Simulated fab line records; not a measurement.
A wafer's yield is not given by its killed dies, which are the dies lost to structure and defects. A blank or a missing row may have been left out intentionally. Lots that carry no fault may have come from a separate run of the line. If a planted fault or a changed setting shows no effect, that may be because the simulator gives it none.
Chamber matching    flow n5_finfet    N5_BEOL_M5_ETCH_75 on rie_diel-06 has 4 sister chambers
The step etches underlayer in N2/H2, target depth 6.5 nm, time 5.2 s. 22 wafers are shown with their chamber, then 11 later ones without.

WAFERS WITH THEIR CHAMBER
wafer   chamber  drypump_motor_current_A (A)  showerhead_plenum_p_Torr (Torr)  throttle_valve_pct (%)
L076.1  3        6.0                          2.42                             18.17
L076.2  1        5.3                          2.55                             17.99
L076.3  2        5.5                          2.47                             17.75
L076.4  0        5.4                          2.51                             18.17
L076.5  2        5.5                          2.47                             17.77
L076.6  3        6.0                          2.42                             18.17
L077.1  1        5.3                          2.55                             17.98
L077.2  3        6.0                          2.42                             18.18
L077.5  1        5.3                          2.55                             18.01
L078.1  2        5.4                          2.46                             17.78
L078.4  2        5.5                          2.46                             17.78
L078.6  3        6.0                          2.42                             18.15
L080.1  0        5.4                          2.51                             18.20
L080.3  2        5.5                          2.46                             17.81
L080.4  3        6.0                          2.42                             18.19
L083.1  1        5.3                          2.54                             18.04
L083.3  3        6.0                          2.42                             18.19
L083.4  0        5.4                          2.51                             18.22
L085.1  1        5.3                          2.54                             18.03
L085.3  0        5.4                          2.51                             18.23
L085.6  2        5.5                          2.46                             17.81
L090.2  2        5.5                          2.46                             17.80

SIGNATURES (averages over the wafers above)
reading                   chamber 0  chamber 1  chamber 2  chamber 3  scatter within a chamber
drypump_motor_current_A   5.400      5.300      5.486      6.000      0.0218
showerhead_plenum_p_Torr  2.5100     2.5460     2.4629     2.4200     0.00382
throttle_valve_pct        18.2050    18.0100    17.7857    18.1750    0.0221
Rule: a wafer lies at a distance from a chamber equal to the root of the sum of squares, over the readings, of (its reading less the chamber's mean, divided by the reading's scatter). The wafer belongs to the nearest chamber; if the next one is less than 2 further off, it can't be placed. The scatter: the root of (the sum of the squares of (reading less its chamber's mean) over the shown wafers, divided by (wafers less chambers)).

WAFERS WHOSE CHAMBER IS MISSING
wafer   drypump_motor_current_A (A)  showerhead_plenum_p_Torr (Torr)  throttle_valve_pct (%)
L090.4  5.4                          2.50                             18.25
L090.6  6.0                          2.42                             18.22
L089.1  5.3                          2.54                             18.04
L089.3  6.0                          2.41                             18.22
L089.5  5.4                          2.50                             18.25
L094.2  5.5                          2.45                             17.81
L094.4  5.3                          2.53                             18.04
L094.6  5.3                          2.53                             18.04
L097.4  5.5                          2.45                             17.84
L097.5  5.5                          2.45                             17.84
L097.6  5.3                          2.53                             18.07

WHICH CHAMBER EACH WENT THROUGH
wafer   from the rows above  in truth
L090.4  0                    0
L090.6  3                    3
L089.1  1                    1
L089.3  3                    3
L089.5  0                    0
L094.2  2                    2
L094.4  1                    1
L094.6  1                    1
L097.4  2                    2
L097.5  2                    2
L097.6  1                    1
Correctly placed: 11 of 11. Can't be placed from these rows: 0. Placed wrongly: 0.
